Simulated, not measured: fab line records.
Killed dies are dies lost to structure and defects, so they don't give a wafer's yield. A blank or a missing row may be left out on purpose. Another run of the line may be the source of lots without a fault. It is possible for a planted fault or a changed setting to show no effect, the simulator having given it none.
A struck lot beside a sound one | flow n5-finfet | 21 steps out of a route of 1938
Sound: these wafers, L776.3, L776.4, L776.5. Struck: wafers L787.2, L787.4, L787.5. The cause is named last.
Order at every step that has rows: each side's tool, ch and its chambers, its first start. Under that, the readings that differ: sound wafers | struck wafers | difference of the means | sigmas: that difference in standard deviations of wafers without a fault.
alike: readings with means less than 2 such deviations apart, plus words and numbers identical on both sides. not compared: withheld readings, readings lacking a value on some wafer, bounds such as >300 that could conceal the same value, and numbers that have no deviation in the record and whose values overlap.
A row with sigmas, a row that says differs or no value, or rows on one side alone: a step with any of these is where the two part. Numbers that have no deviation but don't overlap get no sigmas and don't part them. A reading missing from all wafers of one side parts the sides only when that side holds two or more wafers.

first, 10 steps without rows for these wafers: N5_BEOL_M0_SAQP_DESCUM_45 (chemistry O2, time 7 s); N5_BEOL_M0_SAQP_ETCH_88 (etches underlayer in N2/H2, target depth 6.5 nm, time 5.2 s); N5_BEOL_M0_SAQP_ETCH_73 (etches SiARC in CF4, target depth 19.5 nm, time 32.5 s); N5_BEOL_M0_SAQP_CUT_ETCH_46 (etches SOC in N2/H2, target depth 135 nm, overetch 27 nm, time 202.5 s); N5_BEOL_M0_SAQP_STRIP_74 (strips in N2/H2); N5_BEOL_M0_SAQP_STRIP_89 (strips in N2/H2); N5_BEOL_M0_SAQP_ALD_48 (deposits SiO2, target thk 20 nm, pulse time 1 s, co reactant pulse time 1 s); N5_BEOL_M0_SAQP_ETCH_49 (etches SiO2 in CF4/O2, target depth 37 nm); N5_BEOL_M0_SAQP_STRIP_75 (strips in CF4); N5_BEOL_M0_CUTY_COAT_50 (time 60 s, resist thk 15 nm).
N5_BEOL_M0_CUTY_COAT_51: resist thk 150 nm.
  sound on litho-track-03 ch 0, day 7 01:31; struck on litho-track-03 ch 0, day 11 04:46
  reading                                                 | sound                | struck               | difference | sigmas
  spin-speed-rpm (rpm)                                    | 1499.7 1500.1 1500.7 | 1285.0 1282.9 1282.8 | -216.6     | -99 or more
  model.CAR-ArF-block_of_BEOL_M0_CUTY_COAT_51.thk-nm (nm) | 149.4 149.8 150      | 162.4 162.6 162.4    | +12.7      |
  alike: exhaust-pa
then, 6 steps without rows for these wafers: N5_BEOL_M0_CUTY_EBR_52; N5_BEOL_M0_CUTY_SOFTBAKE_53 (time 60 s); N5_BEOL_M0_CUTY_EXPOSE_54 (exposes mask M0 ABLK); N5_BEOL_M0_CUTY_PEB_55 (peb time 60 s); N5_BEOL_M0_CUTY_DEVELOP_56 (develop time 30 s); N5_BEOL_M0_CUTY_DESCUM_61 (chemistry O2, time 7.9 s).
N5_BEOL_M0_CUTY_ETCH_62: etches SiARC in CF4, time 58.5 s.
  sound on rie-diel-02 ch 1,2,3, day 7 01:51; struck on rie-diel-02 ch 0,1,3, day 11 05:20
  reading                                                 | sound             | struck          | difference | sigmas
  model.CAR-ArF-block_of_BEOL_M0_CUTY_COAT_51.thk-nm (nm) | 117.8 118.2 118.4 | 130.8 131 130.8 | +12.7      |
  alike: drypump-motor-current-A, etch-rf-on-time-s, mfc-ar-sccm, oes-product-au, rf-vpp-V, showerhead-plenum-p-Torr, throttle-valve-pct
  not compared: rf-hours-counter-h
then, 1 step without rows for these wafers: N5_BEOL_M0_CUTY_ETCH_63 (etches SOC in N2/H2, target depth 82.7 nm, overetch 16.5 nm, time 124 s).
-- record jumps: 2 days separate the struck wafers' starts on either side; left off in module BEOL_M0_CUTY, taken up again in module BEOL_M4, whose first shown step is the route's number 1111 --
N5_BEOL_M4_RC_MEAS_101:
  sound on prober-01 ch 0, day 9 00:59; struck on prober-02 ch 0, day 13 07:27
  alike: DIBL_N, DIBL_P, IOFF_N, IOFF_P, ION_N, ION_P, SS_N, SS_P, VT_N, VT_P
-- here the record skips 4 days between the struck wafers' starts before and after, leaving off in module BEOL_M4 and picking up in module PASSIVATION (first step shown: number 1936 of the route) --
N5_PASSIVATION_PROBE_49:
  only the struck wafers here have rows in the record (prober-02, day 17 12:49); the sound ones have none

## WHERE THEY PART
First at N5_BEOL_M0_CUTY_COAT_51; last, within this record, at N5_PASSIVATION_PROBE_49.

WHY: what had been put in by the simulator
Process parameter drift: litho-track-03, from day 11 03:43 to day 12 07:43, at N5_BEOL_M0_CUTY_COAT_51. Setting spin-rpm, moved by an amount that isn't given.
